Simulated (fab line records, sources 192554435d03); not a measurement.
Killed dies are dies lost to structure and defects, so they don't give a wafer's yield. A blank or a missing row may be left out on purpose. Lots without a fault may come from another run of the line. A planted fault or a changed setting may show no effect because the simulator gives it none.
Chamber matching | flow n5_finfet | N5_BEOL_M13_DESCUM_33 on rie_diel-02: 4 sister chambers
The step chemistry O2, time 7.9 s. 16 wafers are shown with their chamber, then 8 later ones without.

WAFERS WITH THEIR CHAMBER
wafer  | chamber | throttle_valve_pct (%) | showerhead_plenum_p_Torr (Torr) | oes_product_au (a.u.)
L075.1 | 0       | 20.86                  | 2.20                            | 0.74
L075.3 | 2       | 20.90                  | 2.03                            | 0.77
L075.6 | 2       | 20.90                  | 2.03                            | 0.77
L078.2 | 0       | 20.86                  | 2.19                            | 0.73
L078.3 | 2       | 20.90                  | 2.02                            | 0.77
L078.5 | 2       | 20.90                  | 2.02                            | 0.76
L080.2 | 1       | 20.36                  | 2.24                            | 0.86
L080.3 | 0       | 20.87                  | 2.19                            | 0.74
L080.6 | 1       | 20.35                  | 2.24                            | 0.86
L081.2 | 2       | 20.92                  | 2.02                            | 0.76
L081.3 | 0       | 20.88                  | 2.19                            | 0.73
L081.4 | 3       | 20.03                  | 2.22                            | 0.80
L084.1 | 2       | 20.94                  | 2.02                            | 0.76
L084.5 | 0       | 20.89                  | 2.19                            | 0.73
L084.6 | 1       | 20.36                  | 2.23                            | 0.86
L088.1 | 2       | 20.95                  | 2.02                            | 0.76

SIGNATURES (means of the wafers above)
reading                  | chamber 0 | chamber 1 | chamber 2 | chamber 3 | scatter within a chamber
throttle_valve_pct       | 20.8720   | 20.3567   | 20.9157   | 20.0300   | 0.0171
showerhead_plenum_p_Torr | 2.1920    | 2.2367    | 2.0229    | 2.2200    | 0.00491
oes_product_au           | 0.7340    | 0.8600    | 0.7643    | 0.8000    | 0.00493
Rule: a wafer's distance from a chamber is the root of the sum, over the readings, of the square of ((its reading less the chamber's mean) divided by the reading's scatter). The wafer belongs to the nearest chamber; if the next one is less than 2 further off, it can't be placed. The scatter: the root of (the sum of the squares of (reading less its chamber's mean) over the shown wafers, divided by (wafers less chambers)).

WAFERS WITHOUT THEIR CHAMBER
wafer  | throttle_valve_pct (%) | showerhead_plenum_p_Torr (Torr) | oes_product_au (a.u.)
L088.2 | 20.37                  | 2.23                            | 0.84
L088.6 | 20.06                  | 2.21                            | 0.79
L095.2 | 20.90                  | 2.18                            | 0.72
L095.3 | 20.09                  | 2.21                            | 0.78
L095.5 | 20.98                  | 2.01                            | 0.75
L096.1 | 20.91                  | 2.18                            | 0.71
L096.2 | 20.96                  | 2.01                            | 0.74
L096.5 | 20.98                  | 2.01                            | 0.74

WHICH CHAMBER EACH WENT THROUGH
wafer  | from the rows above | in truth
L088.2 | 1                   | 1
L088.6 | 3                   | 3
L095.2 | 0                   | 0
L095.3 | 3                   | 3
L095.5 | 2                   | 2
L096.1 | 0                   | 0
L096.2 | 2                   | 2
L096.5 | 2                   | 2
Placed correctly: 8 of 8. Can't be placed from these rows: 0. Placed wrongly: 0.
